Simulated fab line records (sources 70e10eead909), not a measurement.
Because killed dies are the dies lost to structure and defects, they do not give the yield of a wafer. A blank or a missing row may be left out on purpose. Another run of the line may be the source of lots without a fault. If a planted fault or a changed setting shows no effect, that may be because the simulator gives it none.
Which of the tools did it?    flow nand harc    14 lots, 40 wafers sampled, at 6 steps of a route of 1302

== WHAT EACH GAUGE READ, for each wafer ==
NHARC_P_BONDPAD_CD_MEAS_13.
lot   measured      on         cd nm (nm)
L851  day 6 19:20   cd sem-01  504.5 500.2 501.6
L850  day 6 19:54   cd sem-01  500.7 500.2 499.4
L852  day 7 15:23   cd sem-03  496.1 496.8 498.4
L853  day 8 05:23   cd sem-01  497.2 497.1 501.7
L855  day 8 12:29   cd sem-03  498.2 498.2 495.0
L857  day 9 12:29   cd sem-01  497.1 496.4 501.9
L858  day 9 21:20   cd sem-03  500.9 497.8 498.2
L859  day 10 06:16  cd sem-03  501.1 501.4 500.7
L860  day 11 00:43  cd sem-01  503.8 501.2 502.2
L861  day 11 01:33  cd sem-03  501.9 502.7 502.5
L862  day 11 19:32  cd sem-02  501.3 502.6 502.3
L868  day 14 02:50  cd sem-03  503.2 504.5
L871  day 15 04:53  cd sem-02  502.8 502.3
L873  day 16 02:41  cd sem-03  499.8 500.5 501.3

NHARC_A_ONON_D1_THK_MEAS_24: measures by ellipsometry.
lot   measured      on             thk nm (nm)
L851  day 8 08:46   film metro-01  994 995 994
L850  day 8 08:47   film metro-02  999 996 996
L852  day 9 09:02   film metro-02  993 992 993
L853  day 9 20:26   film metro-01  991 991 992
L855  day 10 02:37  film metro-02  1003 1003 1003
L857  day 11 01:10  film metro-02  996 995 997
L858  day 11 11:38  film metro-02  994 994 994
L859  day 11 20:16  film metro-01  1005 1007 1003
L860  day 12 13:49  film metro-02  1002 1000 1001
L861  day 12 13:49  film metro-01  1014 1014 1015
L862  day 13 13:50  film metro-02  1002 1000 1002
L868  day 15 18:25  film metro-02  994 652
L871  day 16 20:58  film metro-01  999 652
L873  day 17 14:44  film metro-02  995 995 996

NHARC_END_SORT_01.
lot   measured      on         killed at array  killed at other  killed at periphery  killed dies  killed open  killed short
L868  day 31 18:37  prober-02  79 676           2 1              0 0                  81 677       2 3          2 3
L871  day 33 02:40  prober-02  59 669           3 3              2 5                  64 677       4 1          0 0

== EACH LOT AND THE TOOL THAT RAN IT (in order: tool; ch and the chambers of the sampled wafers; start) ==
lot   NHARC_P_BONDPAD_CMP_19         NHARC_A_ONON_D1_DEP_22            NHARC_A_ONON_D1_DEP_33
L851  cmp-03 ch 0,1,3, day 6 21:06   pecvd onon-01 ch 0, day 8 08:19   pecvd-01 ch 0,1, day 8 09:59
L850  cmp-02 ch 2,3, day 6 21:37     pecvd onon-03 ch 0, day 8 08:23   pecvd-03 ch 0,1,2, day 8 10:02
L852  cmp-03 ch 2,3, day 7 17:07     pecvd onon-01 ch 0, day 9 08:32   pecvd-01 ch 0,1,2, day 9 10:17
L853  cmp-04 ch 1,2,3, day 8 07:09   pecvd onon-01 ch 0, day 9 20:03   pecvd-01 ch 1,2, day 9 21:38
L855  cmp-03 ch 1,2,3, day 8 14:17   pecvd onon-03 ch 0, day 10 02:07  pecvd-03 ch 0,1,2, day 10 03:49
L857  cmp-02 ch 1,2, day 9 14:13     pecvd onon-01 ch 0, day 11 00:40  pecvd-04 ch 0,2, day 11 02:22
L858  cmp-03 ch 0,2,3, day 9 23:06   pecvd onon-01 ch 0, day 11 11:08  pecvd-03 ch 0,1,2, day 11 12:50
L859  cmp-04 ch 1,2,3, day 10 08:02  pecvd onon-01 ch 0, day 11 19:49  pecvd-03 ch 0,1,2, day 11 21:28
L860  cmp-02 ch 2,3, day 11 02:26    pecvd onon-04 ch 0, day 12 13:18  pecvd-01 ch 0,2, day 12 15:15
L861  cmp-02 ch 0,2,3, day 11 03:16  pecvd onon-03 ch 0, day 12 13:18  pecvd-03 ch 0,1,2, day 12 15:00
L862  cmp-02 ch 1,2,3, day 11 21:17  pecvd onon-04 ch 0, day 13 13:22  pecvd-04 ch 0,2, day 13 15:06
L868  cmp-02 ch 2, day 14 04:32      pecvd onon-01 ch 0, day 15 17:55  pecvd-03 ch 0,1, day 15 19:37
L871  cmp-02 ch 1,3, day 15 06:41    pecvd onon-01 ch 0, day 16 20:27  pecvd-03 ch 0, day 16 22:15
L873  cmp-02 ch 2,3, day 16 04:29    pecvd onon-04 ch 0, day 17 14:17  pecvd-01 ch 0,1,2, day 17 15:59
- NHARC_P_BONDPAD_CMP_19: polishes, t overpolish 30 s, cu recess touch 16 s, target thk 160.81 nm.
- NHARC_A_ONON_D1_DEP_22: target thk 1000 nm.
- NHARC_A_ONON_D1_DEP_33: deposits SiO2, target thk 200 nm.

== WHAT THE TOOLS THEMSELVES READ (means of the sampled wafers that have a number; where no wafer has one, the mark that the record gives instead) ==
NHARC_P_BONDPAD_CMP_19.
lot   tool    edge zone pressure frac  motor current A (A)  overpolish run s (s)
L851  cmp-03  1.000                    12.3                 30.002
L850  cmp-02  0.999                    11.7                 29.999
L852  cmp-03  1.001                    12.9                 30.003
L853  cmp-04  1.000                    11.8                 30.000
L855  cmp-03  0.999                    12.5                 29.998
L857  cmp-02  1.007                    13.5                 29.989
L858  cmp-03  0.998                    13.2                 30.006
L859  cmp-04  0.998                    11.7                 30.002
L860  cmp-02  0.999                    12.1                 30.003
L861  cmp-02  1.003                    13.2                 29.998
L862  cmp-02  1.001                    13.0                 29.997
L868  cmp-02  1.002                    15.0                 29.998
L871  cmp-02  1.003                    11.5                 30.001
L873  cmp-02  1.001                    12.3                 30.007

NHARC_A_ONON_D1_DEP_33.
lot   tool      heater power w (W)  throttle valve pct (%)
L851  pecvd-01  595                 15.4
L850  pecvd-03  593                 15.8
L852  pecvd-01  586                 15.9
L853  pecvd-01  627                 15.5
L855  pecvd-03  602                 15.9
L857  pecvd-04  612                 16.0
L858  pecvd-03  592                 15.8
L859  pecvd-03  567                 15.8
L860  pecvd-01  596                 16.4
L861  pecvd-03  572                 15.9
L862  pecvd-04  565                 16.5
L868  pecvd-03  518                 16.1
L871  pecvd-03  602                 16.7
L873  pecvd-01  540                 15.9

== THE ANSWER, worked out from the rows above alone ==
Rule: the lots themselves supply what counts as usual. The widest of any qualifying gaps counts: lots, ordered by their means at a reading, are off when they make up no more than a third of the lots, leave a main group of 4 or more, and stand apart from it by 3 or more times the standard deviation of that group's means. If all means in a main group match to the digits the tables above print for the reading, that group is not used. Also off: a lot with no number at a reading for which 4 or more lots have one. Any other lot the step has rows for is counted as sound. The gauges are gone through in route order, then the tools' own readings, and for those a lot's mean is taken as printed above. The first step at which some lot is off is used, and at that step the reading that is off furthest; a lot without a number counts as furthest.
Off: L868, L871 (NHARC_A_ONON_D1_THK_MEAS_24, thk nm). For the main group the mean is 999 nm and the standard deviation 6.2.
A tool fits if, at a process step before that reading, it ran every lot that is off, and no sound lot after the first of them. Those tools and the gauges at NHARC_A_ONON_D1_THK_MEAS_24 are tried in the same way. One fits: NHARC_A_ONON_D1_DEP_22 on pecvd onon-01. Its last sound lot is L859 (day 11 19:49), its first lot that is off L868 (day 15 17:55): a fault that began between those two fits.

== WHAT WAS PUT IN BY THE SIMULATOR ==
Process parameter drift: pecvd onon-01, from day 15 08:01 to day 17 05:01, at NHARC_A_ONON_D1_DEP_22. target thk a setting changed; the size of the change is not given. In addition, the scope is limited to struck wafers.
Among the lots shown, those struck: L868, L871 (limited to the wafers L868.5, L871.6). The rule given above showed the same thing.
